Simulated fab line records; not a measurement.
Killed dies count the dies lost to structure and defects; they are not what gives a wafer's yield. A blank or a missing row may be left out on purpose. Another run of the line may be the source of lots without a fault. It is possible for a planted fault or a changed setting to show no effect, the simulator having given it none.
The tool behind it: which one? || flow nandHarc || 39 wafers from 13 lots sampled at 5 of the route's 1302 steps

WHAT THE GAUGES READ, wafer by wafer
NHARC_P_BONDPAD_THK_MEAS_20: measures by xrf.
{"lot": "L864", "measured": "day 6 14:55", "on": "filmMetro-02", "thkNm (nm)": "160.6 160.5 160.7"}
{"lot": "L865", "measured": "day 7 07:27", "on": "filmMetro-01", "thkNm (nm)": "162.4 161.3 163.6"}
{"lot": "L866", "measured": "day 7 09:50", "on": "filmMetro-02", "thkNm (nm)": "159.6 159.3 159.8"}
{"lot": "L868", "measured": "day 8 06:53", "on": "filmMetro-01", "thkNm (nm)": "160.2 163.0 159.8"}
{"lot": "L869", "measured": "day 9 02:50", "on": "filmMetro-01", "thkNm (nm)": "161.2 158.8 158.8"}
{"lot": "L871", "measured": "day 9 19:44", "on": "filmMetro-01", "thkNm (nm)": "163.1 161.4 160.6"}
{"lot": "L880", "measured": "day 13 11:26", "on": "filmMetro-01", "thkNm (nm)": "157.6 157.6 159.6"}
{"lot": "L881", "measured": "day 14 07:55", "on": "filmMetro-01", "thkNm (nm)": "161.9 161.0 156.8"}
{"lot": "L882", "measured": "day 14 13:22", "on": "filmMetro-02", "thkNm (nm)": "157.8 161.9 161.1"}
{"lot": "L883", "measured": "day 14 19:52", "on": "filmMetro-02", "thkNm (nm)": "161.7 158.6 156.2"}
{"lot": "L885", "measured": "day 15 07:25", "on": "filmMetro-02", "thkNm (nm)": "160.7 158.6 160.1"}
{"lot": "L887", "measured": "day 15 23:47", "on": "filmMetro-02", "thkNm (nm)": "162.1 160.4 161.9"}
{"lot": "L886", "measured": "day 16 00:43", "on": "filmMetro-01", "thkNm (nm)": "159.5 160.3 159.9"}

NHARC_A_ONON_D1_THK_MEAS_05: measures by ellipsometry.
{"lot": "L864", "measured": "day 7 12:46", "on": "filmMetro-02", "thkNm (nm)": "1007 1007 1007"}
{"lot": "L865", "measured": "day 8 07:27", "on": "filmMetro-02", "thkNm (nm)": "1005 1006 1004"}
{"lot": "L866", "measured": "day 8 07:26", "on": "filmMetro-02", "thkNm (nm)": "998 996 998"}
{"lot": "L868", "measured": "day 9 07:22", "on": "filmMetro-01", "thkNm (nm)": "1006 1004 1004"}
{"lot": "L869", "measured": "day 10 01:26", "on": "filmMetro-02", "thkNm (nm)": "1005 1003 1004"}
{"lot": "L871", "measured": "day 10 19:43", "on": "filmMetro-01", "thkNm (nm)": "1499 1498 998"}
{"lot": "L880", "measured": "day 14 13:29", "on": "filmMetro-01", "thkNm (nm)": "991 992 993"}
{"lot": "L881", "measured": "day 15 09:31", "on": "filmMetro-02", "thkNm (nm)": "989 990 990"}
{"lot": "L882", "measured": "day 15 16:08", "on": "filmMetro-01", "thkNm (nm)": "990 990 990"}
{"lot": "L883", "measured": "day 15 23:36", "on": "filmMetro-01", "thkNm (nm)": "983 983 983"}
{"lot": "L885", "measured": "day 16 14:49", "on": "filmMetro-01", "thkNm (nm)": "984 985 982"}
{"lot": "L887", "measured": "day 17 06:05", "on": "filmMetro-02", "thkNm (nm)": "988 986 989"}
{"lot": "L886", "measured": "day 17 06:05", "on": "filmMetro-02", "thkNm (nm)": "1028 1027 1027"}

NHARC_END_SORT_01.
{"lot": "L871", "measured": "day 27 18:12", "on": "prober-02", "killedAtArray": "675 672 53", "killedAtOther": "1 1 0", "killedAtPeriphery": "1 4 3", "killedDies": "677 677 56", "killedOpen": "4 6 8", "killedShort": "3 6 3"}

EACH LOT AND THE TOOL THAT RAN IT (in order: tool; ch and the chambers of the sampled wafers; start)
{"lot": "L864", "NHARC_P_BONDPAD_STRIP_15": "rieDiel-12 ch 0,2, day 6 12:59", "NHARC_A_ONON_D1_DEP_03": "pecvdOnon-01 ch 0, day 7 12:22"}
{"lot": "L865", "NHARC_P_BONDPAD_STRIP_15": "rieDiel-12 ch 2,3, day 7 05:30", "NHARC_A_ONON_D1_DEP_03": "pecvdOnon-04 ch 0, day 8 06:56"}
{"lot": "L866", "NHARC_P_BONDPAD_STRIP_15": "rieDiel-13 ch 2,3, day 7 07:53", "NHARC_A_ONON_D1_DEP_03": "pecvdOnon-02 ch 0, day 8 06:59"}
{"lot": "L868", "NHARC_P_BONDPAD_STRIP_15": "rieDiel-02 ch 0,1,3, day 8 04:58", "NHARC_A_ONON_D1_DEP_03": "pecvdOnon-02 ch 0, day 9 06:58"}
{"lot": "L869", "NHARC_P_BONDPAD_STRIP_15": "rieDiel-02 ch 0,2,3, day 9 00:54", "NHARC_A_ONON_D1_DEP_03": "pecvdOnon-04 ch 0, day 10 01:06"}
{"lot": "L871", "NHARC_P_BONDPAD_STRIP_15": "rieDiel-12 ch 0,1, day 9 17:46", "NHARC_A_ONON_D1_DEP_03": "pecvdOnon-02 ch 0, day 10 19:12"}
{"lot": "L880", "NHARC_P_BONDPAD_STRIP_15": "rieDiel-13 ch 1,2, day 13 09:29", "NHARC_A_ONON_D1_DEP_03": "pecvdOnon-02 ch 0, day 14 13:05"}
{"lot": "L881", "NHARC_P_BONDPAD_STRIP_15": "rieDiel-13 ch 0,3, day 14 05:55", "NHARC_A_ONON_D1_DEP_03": "pecvdOnon-04 ch 0, day 15 09:01"}
{"lot": "L882", "NHARC_P_BONDPAD_STRIP_15": "rieDiel-12 ch 0,1,3, day 14 11:25", "NHARC_A_ONON_D1_DEP_03": "pecvdOnon-02 ch 0, day 15 15:37"}
{"lot": "L883", "NHARC_P_BONDPAD_STRIP_15": "rieDiel-12 ch 0,1, day 14 17:49", "NHARC_A_ONON_D1_DEP_03": "pecvdOnon-02 ch 0, day 15 23:05"}
{"lot": "L885", "NHARC_P_BONDPAD_STRIP_15": "rieDiel-12 ch 1,2, day 15 05:29", "NHARC_A_ONON_D1_DEP_03": "pecvdOnon-04 ch 0, day 16 14:22"}
{"lot": "L887", "NHARC_P_BONDPAD_STRIP_15": "rieDiel-02 ch 0,3, day 15 21:47", "NHARC_A_ONON_D1_DEP_03": "pecvdOnon-02 ch 0, day 17 05:34"}
{"lot": "L886", "NHARC_P_BONDPAD_STRIP_15": "rieDiel-13 ch 0,2,3, day 15 22:25", "NHARC_A_ONON_D1_DEP_03": "pecvdOnon-04 ch 0, day 17 05:35"}
- NHARC_P_BONDPAD_STRIP_15: strips in O2.
- NHARC_A_ONON_D1_DEP_03: target thk 1000 nm.

AS READ BY THE TOOLS THEMSELVES (means over the sampled wafers that have a number; for cases with no such wafer, the mark the record gives instead)
NHARC_P_BONDPAD_STRIP_15.
{"lot": "L864", "tool": "rieDiel-12", "drypumpMotorCurrentA (A)": 5.3, "oesProductAu (a.u.)": 1.001, "rfVppV (V)": 58.2, "showerheadPlenumPTorr (Torr)": 3.48, "throttleValvePct (%)": 17.041}
{"lot": "L865", "tool": "rieDiel-12", "drypumpMotorCurrentA (A)": 5.7, "oesProductAu (a.u.)": 0.994, "rfVppV (V)": 56.9, "showerheadPlenumPTorr (Torr)": 3.38, "throttleValvePct (%)": 17.040}
{"lot": "L866", "tool": "rieDiel-13", "drypumpMotorCurrentA (A)": 5.8, "oesProductAu (a.u.)": 0.990, "rfVppV (V)": 57.5, "showerheadPlenumPTorr (Torr)": 3.52, "throttleValvePct (%)": 17.034}
{"lot": "L868", "tool": "rieDiel-02", "drypumpMotorCurrentA (A)": 5.5, "oesProductAu (a.u.)": 1.002, "rfVppV (V)": 57.8, "showerheadPlenumPTorr (Torr)": 3.55, "throttleValvePct (%)": 17.041}
{"lot": "L869", "tool": "rieDiel-02", "drypumpMotorCurrentA (A)": 5.3, "oesProductAu (a.u.)": 1.000, "rfVppV (V)": 57.4, "showerheadPlenumPTorr (Torr)": 3.46, "throttleValvePct (%)": 17.038}
{"lot": "L871", "tool": "rieDiel-12", "drypumpMotorCurrentA (A)": 5.8, "oesProductAu (a.u.)": 0.994, "rfVppV (V)": 58.3, "showerheadPlenumPTorr (Torr)": 3.64, "throttleValvePct (%)": 17.040}
{"lot": "L880", "tool": "rieDiel-13", "drypumpMotorCurrentA (A)": 5.6, "oesProductAu (a.u.)": 1.003, "rfVppV (V)": 57.7, "showerheadPlenumPTorr (Torr)": 3.40, "throttleValvePct (%)": 17.035}
{"lot": "L881", "tool": "rieDiel-13", "drypumpMotorCurrentA (A)": 5.5, "oesProductAu (a.u.)": 1.023, "rfVppV (V)": 58.1, "showerheadPlenumPTorr (Torr)": 3.60, "throttleValvePct (%)": 17.036}
{"lot": "L882", "tool": "rieDiel-12", "drypumpMotorCurrentA (A)": 5.9, "oesProductAu (a.u.)": 1.005, "rfVppV (V)": 58.1, "showerheadPlenumPTorr (Torr)": 3.52, "throttleValvePct (%)": 17.036}
{"lot": "L883", "tool": "rieDiel-12", "drypumpMotorCurrentA (A)": 5.8, "oesProductAu (a.u.)": 1.003, "rfVppV (V)": 57.9, "showerheadPlenumPTorr (Torr)": 3.63, "throttleValvePct (%)": 17.050}
{"lot": "L885", "tool": "rieDiel-12", "drypumpMotorCurrentA (A)": 5.9, "oesProductAu (a.u.)": 0.995, "rfVppV (V)": 57.1, "showerheadPlenumPTorr (Torr)": 3.45, "throttleValvePct (%)": 17.034}
{"lot": "L887", "tool": "rieDiel-02", "drypumpMotorCurrentA (A)": 5.3, "oesProductAu (a.u.)": 1.009, "rfVppV (V)": 57.4, "showerheadPlenumPTorr (Torr)": 3.54, "throttleValvePct (%)": 17.033}
{"lot": "L886", "tool": "rieDiel-13", "drypumpMotorCurrentA (A)": 5.5, "oesProductAu (a.u.)": 1.006, "rfVppV (V)": 57.9, "showerheadPlenumPTorr (Torr)": 3.51, "throttleValvePct (%)": 17.036}

THE ANSWER, worked out from the rows above alone
Rule: what is usual is taken from the lots themselves. Put in order of their means at a reading, lots are off if they are a third of the lots or fewer, leave a main group of 4 or more, and stand apart from it by a gap of 3 or more times the standard deviation of the main group's means; of several such gaps the widest counts. A main group whose means are all the same, to the digits that the tables above print for the reading, isn't used. Also off: a lot with no number at a reading for which 4 or more lots have one. Any other lot the step has rows for is counted as sound. The gauges are gone through in route order, then the tools' own readings, and for those a lot's mean is taken as printed above. At the first step where some lot is off, the reading lying furthest off is the one used; lots without a number count as furthest.
Off: L871 (NHARC_A_ONON_D1_THK_MEAS_05, thkNm). Main group: mean 998 nm, sd 12.
If a tool, at a process step before that reading, ran all the lots that are off and no sound lot after the first of them, it fits. The gauges at NHARC_A_ONON_D1_THK_MEAS_05 are tried like those tools. No candidate that was tried fits.

WHAT HAD BEEN PUT IN BY THE SIMULATOR
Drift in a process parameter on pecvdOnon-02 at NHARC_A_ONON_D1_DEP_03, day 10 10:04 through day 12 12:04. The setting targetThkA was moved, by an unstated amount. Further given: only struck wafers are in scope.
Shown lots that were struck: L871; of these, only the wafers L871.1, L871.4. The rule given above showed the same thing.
